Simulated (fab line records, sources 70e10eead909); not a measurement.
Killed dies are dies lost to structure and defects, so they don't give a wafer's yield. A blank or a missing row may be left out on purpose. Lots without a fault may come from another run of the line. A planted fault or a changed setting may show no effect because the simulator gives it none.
A struck lot beside a sound one | flow nand_harc | 14 steps out of a route of 1302
Sound: wafers L387.1, L387.3, L387.4. Struck: wafers L384.1, L384.2, L384.4. The cause comes at the end.
At each step with rows: each side's tool, then ch and its chambers, then its first start. Under that, the readings that differ: sound wafers | struck wafers | difference of the means | sigmas: that difference in standard deviations of wafers without a fault.
alike: readings whose means differ by less than 2 such deviations, and words and numbers that are the same on both sides. not compared: withheld readings, readings that some wafer has no value for, bounds like >300 that may hide the same value, and numbers for which the record gives no deviation and whose values overlap.
The two part at a step that has a row with sigmas, a row that says differs or no value, or rows on one side only. Numbers that don't overlap but have no deviation are shown without sigmas and don't part them. A reading that every wafer of one side lacks parts them only if that side has two wafers or more.

NHARC_A_BLC_OVL_MEAS_11:
  sound on overlay-02, day 30 07:27; struck on overlay-01, day 29 07:14
  alike: overlay_x_nm, overlay_y_nm
NHARC_A_BLC_INSPECT_12:
  sound on defect_inspect-02, day 30 07:29; struck on defect_inspect-01, day 29 07:17
  alike: raw_defect_count
NHARC_A_BLC_DESCUM_15: chemistry O2, time 3 s.
  sound on rie_diel-09 ch 1,2,3, day 30 07:32; struck on rie_diel-11 ch 0,1,2, day 29 07:20
  reading                | sound | struck | difference | sigmas
  rf_hours_counter_h (h) | 1 1 1 | 5 5 5  | +4         |
  alike: chamber_pressure_mTorr, drypump_motor_current_A, oes_product_au, rf_vpp_V, showerhead_plenum_p_Torr, throttle_valve_pct
NHARC_A_BLC_ETCH_16: etches the open film in CF4, target depth 39 nm, time 65 s.
  sound on rie_diel-09 ch 1,2,3, day 30 07:38; struck on rie_diel-11 ch 0,1,3, day 29 07:26
  reading                | sound | struck | difference | sigmas
  rf_hours_counter_h (h) | 1 1 1 | 5 5 5  | +4         |
  alike: chamber_pressure_mTorr, drypump_motor_current_A, oes_product_au, rf_vpp_V, showerhead_plenum_p_Torr, throttle_valve_pct
then, 1 step without rows for these wafers: NHARC_A_BLC_ETCH_17 (etches the open film in N2/H2, target depth 390 nm, time 609.38 s).
NHARC_A_BLC_ETCH_18: etches the open film in C4F8/O2/Ar, target depth 910 nm.
  sound on rie_diel-09 ch 0,1,3; struck on rie_diel-11 ch 0,1,3
  reading                | sound | struck | difference | sigmas
  rf_hours_counter_h (h) | 1 2 2 | 5 5 6  | +4         |
  alike: chamber_pressure_mTorr, oes_product_au, rf_vpp_V
NHARC_A_BLC_CD_MEAS_19:
  sound on cd_sem-02, day 30 08:31; struck on cd_sem-02, day 29 08:18
  alike: cd_nm
then, 1 step without rows for these wafers: NHARC_A_BLC_STRIP_29 (strips in CF4).
NHARC_A_BLC_STRIP_21: strips in O2.
  sound on rie_diel-11 ch 0,1,2, day 30 08:41; struck on rie_diel-11 ch 0,1,2, day 29 08:38
  reading                | sound | struck | difference | sigmas
  rf_hours_counter_h (h) | 7 8 7 | 5 5 6  | -2         |
  alike: chamber_pressure_mTorr, drypump_motor_current_A, oes_product_au, rf_vpp_V, showerhead_plenum_p_Torr, throttle_valve_pct
then, 1 step without rows for these wafers: NHARC_A_BLC_STRIP_22 (strips in post etch residue remover, time 600 s).
NHARC_A_BLC_DEGAS_30: time 60 s.
  sound on pvd_sputter-02, day 30 09:07; struck on pvd_sputter-03, day 29 09:03
  alike: heater_power_w
then, 1 step without rows for these wafers: NHARC_A_BLC_PRE_CLEAN_31 (time 15 s).
NHARC_A_BLC_PVD_32: deposits Ti, target thk 5 nm, time 17.7 s.
  sound on pvd_sputter-02, day 30 09:15; struck on pvd_sputter-03, day 29 09:11
  no value came back on the struck wafers for cathode_dc_power_W (W), chamber_pressure_pa (Pa), throttle_valve_pct (%); on the sound wafers cathode_dc_power_W (W) reads 4999.6 4999.4 5000.0
then, 1 step without rows for these wafers: NHARC_A_BLC_ALD_23 (deposits TiN, target thk 3 nm, pulse time 1 s, ald cycles 150).

WHERE THEY PART
Only at NHARC_A_BLC_PVD_32, within this record.

WHY: what the simulator had put in
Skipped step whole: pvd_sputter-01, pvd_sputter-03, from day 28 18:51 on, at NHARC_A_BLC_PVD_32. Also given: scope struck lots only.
